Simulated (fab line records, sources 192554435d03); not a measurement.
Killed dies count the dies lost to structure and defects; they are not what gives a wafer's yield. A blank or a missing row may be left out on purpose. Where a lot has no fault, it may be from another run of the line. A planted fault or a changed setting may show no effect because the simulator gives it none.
Chamber matching | flow n5 finfet | 4 sister chambers for N5_GATE_CUT_ETCH_19 on rie diel-06
The step etches SiNx in CH3F/O2, target depth 53.7 nm, time 76.7 s. 16 wafers are shown with their chamber, then 8 later ones without.

## EACH WAFER AND ITS CHAMBER
wafer  | chamber | showerhead plenum p Torr (Torr) | drypump motor current A (A) | throttle valve pct (%)
L079.1 | 2       | 1.91                            | 6.7                         | 16.57
L079.3 | 1       | 1.92                            | 5.8                         | 16.04
L079.4 | 3       | 2.09                            | 5.6                         | 16.51
L080.3 | 2       | 1.91                            | 6.7                         | 16.57
L080.4 | 3       | 2.09                            | 5.6                         | 16.50
L080.5 | 0       | 2.05                            | 6.5                         | 16.06
L085.1 | 1       | 1.92                            | 5.8                         | 16.07
L085.2 | 3       | 2.08                            | 5.6                         | 16.52
L085.6 | 2       | 1.91                            | 6.7                         | 16.60
L086.2 | 2       | 1.91                            | 6.7                         | 16.60
L086.3 | 3       | 2.08                            | 5.6                         | 16.52
L086.4 | 1       | 1.92                            | 5.8                         | 16.07
L089.2 | 1       | 1.92                            | 5.8                         | 16.07
L089.4 | 3       | 2.08                            | 5.6                         | 16.53
L089.5 | 1       | 1.92                            | 5.8                         | 16.06
L092.1 | 0       | 2.05                            | 6.4                         | 16.08

SIGNATURES (averages over the wafers above)
reading                  | chamber 0 | chamber 1 | chamber 2 | chamber 3 | scatter within a chamber
showerhead plenum p Torr | 2.0500    | 1.9200    | 1.9100    | 2.0840    | 0.00316
drypump motor current A  | 6.450     | 5.800     | 6.700     | 5.600     | 0.0204
throttle valve pct       | 16.0700   | 16.0620   | 16.5850   | 16.5160   | 0.0138
Rule: for each reading, subtract the chamber's mean from the wafer's reading, divide by that reading's scatter and square the result; add these up over the readings and take the root, which gives the wafer's distance from the chamber. If the next closest chamber is less than 2 further off than the closest, the wafer can't be placed; otherwise it belongs to the closest. The scatter: the root of (the sum of the squares of (reading less its chamber's mean) over the shown wafers, divided by (wafers less chambers)).

## WAFERS MISSING THEIR CHAMBER
wafer  | showerhead plenum p Torr (Torr) | drypump motor current A (A) | throttle valve pct (%)
L092.2 | 1.91                            | 6.7                         | 16.61
L092.3 | 1.92                            | 5.8                         | 16.08
L094.2 | 2.05                            | 6.5                         | 16.10
L094.3 | 1.90                            | 6.7                         | 16.64
L094.4 | 1.91                            | 5.8                         | 16.09
L095.3 | 1.91                            | 5.8                         | 16.09
L095.4 | 1.90                            | 6.7                         | 16.62
L095.5 | 1.90                            | 6.7                         | 16.62

## EACH ONE'S CHAMBER
wafer  | from the rows above | in truth
L092.2 | 2                   | 2
L092.3 | 1                   | 1
L094.2 | 0                   | 0
L094.3 | 2                   | 2
L094.4 | 1                   | 1
L095.3 | 1                   | 1
L095.4 | 2                   | 2
L095.5 | 2                   | 2
Correct placement for 8 of the 8. Not placeable from these rows: 0. 0 placed wrongly.
